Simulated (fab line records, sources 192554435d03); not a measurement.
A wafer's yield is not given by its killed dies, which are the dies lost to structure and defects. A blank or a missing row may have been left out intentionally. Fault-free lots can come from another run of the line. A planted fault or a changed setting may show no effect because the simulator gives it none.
Chamber matching ; flow n5_finfet ; 3 sister chambers for N5_BEOL_M15_ILD_DEP_00 on pecvd-04
The step deposits SiO2 from TEOS/O2, target thk 1629.3 nm, time 346.1 s. 6 wafers are shown with their chamber, then 11 later ones without.

== WAFERS, EACH WITH ITS CHAMBER ==
wafer;chamber;throttle_valve_pct (%);showerhead_plenum_p_Torr (Torr)
L084.2;2;18.5;8.36
L084.4;2;18.8;8.38
L087.3;1;20.4;8.39
L087.5;1;20.4;8.40
L087.6;0;17.8;8.36
L090.1;0;17.6;8.37

== WAFERS WITHOUT THEIR CHAMBER ==
wafer;throttle_valve_pct (%);showerhead_plenum_p_Torr (Torr)
L090.2;18.7;8.38
L090.3;20.8;8.40
L090.4;20.4;8.36
L090.5;17.6;8.36
L090.6;18.4;8.35
L092.2;20.5;8.39
L092.4;18.7;8.38
L092.5;20.6;8.36
L094.2;17.8;8.35
L094.4;18.4;8.38
L094.5;18.7;8.38

== WHICH CHAMBER EACH WENT THROUGH ==
wafer;from the rows above;in truth
L090.2;2;2
L090.3;1;1
L090.4;1;1
L090.5;0;0
L090.6;2;2
L092.2;1;1
L092.4;2;2
L092.5;1;1
L094.2;0;0
L094.4;2;2
L094.5;2;2
Correct placement for 11 of the 11. Number that these rows cannot place: 0. Number placed wrongly: 0.
How it was worked out, from the rows above alone: a wafer's distance from a chamber is the root of the sum, over the readings, of the square of ((its reading less the chamber's mean) divided by the reading's scatter). If the next closest chamber is less than 2 further off than the closest, the wafer can't be placed; otherwise it belongs to the closest. A chamber's mean is the mean of its shown wafers. The scatter is the square root of a quotient: the sum, over the shown wafers, of each reading's squared deviation from its chamber's mean, divided by wafers minus chambers.
